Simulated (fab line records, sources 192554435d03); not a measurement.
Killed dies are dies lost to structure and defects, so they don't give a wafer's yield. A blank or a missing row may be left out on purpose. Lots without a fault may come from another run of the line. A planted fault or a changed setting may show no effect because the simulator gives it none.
Chamber matching | flow n5_finfet | N5_BEOL_M10_STRIP_36 on rie_diel-06: 4 sister chambers
The step strips in N2/H2. 20 wafers are shown with their chamber, then 10 later ones without.

WAFERS WITH THEIR CHAMBER
wafer  | chamber | drypump_motor_current_A (A) | throttle_valve_pct (%) | showerhead_plenum_p_Torr (Torr)
L076.2 | 1       | 6.1                         | 23.82                  | 2.59
L076.5 | 1       | 6.1                         | 23.83                  | 2.59
L076.6 | 3       | 5.9                         | 24.11                  | 2.49
L078.1 | 2       | 5.3                         | 23.90                  | 2.40
L078.3 | 3       | 5.9                         | 23.71                  | 2.49
L078.6 | 0       | 5.9                         | 23.38                  | 2.57
L083.4 | 3       | 5.9                         | 23.73                  | 2.49
L083.5 | 1       | 6.1                         | 23.39                  | 2.59
L083.6 | 0       | 6.0                         | 23.40                  | 2.56
L082.1 | 0       | 6.0                         | 23.36                  | 2.56
L082.2 | 2       | 5.3                         | 23.92                  | 2.39
L082.4 | 1       | 6.1                         | 23.43                  | 2.59
L085.2 | 1       | 6.1                         | 23.41                  | 2.58
L085.3 | 2       | 5.3                         | 23.92                  | 2.39
L085.6 | 1       | 6.1                         | 23.39                  | 2.59
L088.1 | 3       | 6.0                         | 23.73                  | 2.48
L088.2 | 1       | 6.1                         | 23.42                  | 2.58
L088.4 | 2       | 5.3                         | 23.57                  | 2.71
L092.2 | 1       | 6.1                         | 23.39                  | 2.58
L092.4 | 0       | 6.0                         | 23.44                  | 2.56

SIGNATURES (means of the wafers above)
reading                  | chamber 0 | chamber 1 | chamber 2 | chamber 3 | scatter within a chamber
drypump_motor_current_A  | 5.975     | 6.100     | 5.300     | 5.925     | 0.0306
throttle_valve_pct       | 23.3950   | 23.5100   | 23.8275   | 23.8200   | 0.172
showerhead_plenum_p_Torr | 2.5625    | 2.5862    | 2.4725    | 2.4875    | 0.0687
Rule: a wafer's distance from a chamber is the root of the sum, over the readings, of the square of ((its reading less the chamber's mean) divided by the reading's scatter). The wafer belongs to the nearest chamber; if the next one is less than 2 further off, it can't be placed. The scatter: the root of (the sum of the squares of (reading less its chamber's mean) over the shown wafers, divided by (wafers less chambers)).

WAFERS WITHOUT THEIR CHAMBER
wafer  | drypump_motor_current_A (A) | throttle_valve_pct (%) | showerhead_plenum_p_Torr (Torr)
L092.6 | 6.1                         | 23.42                  | 2.58
L093.1 | 6.1                         | 23.42                  | 2.58
L093.5 | 6.1                         | 23.45                  | 2.58
L093.6 | 5.3                         | 23.55                  | 2.71
L096.2 | 5.2                         | 23.61                  | 2.70
L096.3 | 6.0                         | 23.43                  | 2.55
L096.4 | 6.0                         | 23.77                  | 2.47
L097.2 | 5.4                         | 23.61                  | 2.70
L097.3 | 5.9                         | 23.75                  | 2.47
L097.6 | 6.1                         | 23.45                  | 2.57

WHICH CHAMBER EACH WENT THROUGH
wafer  | from the rows above          | in truth
L092.6 | 1                            | 1
L093.1 | 1                            | 1
L093.5 | 1                            | 1
L093.6 | 2                            | 2
L096.2 | 2                            | 2
L096.3 | 0                            | 0
L096.4 | can't be placed: 3 or 0 or 1 | 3
L097.2 | 2                            | 2
L097.3 | 3                            | 3
L097.6 | 1                            | 1
Placed correctly: 9 of 10. Can't be placed from these rows: 1 (the true chamber is among the candidates in 1). Placed wrongly: 0.
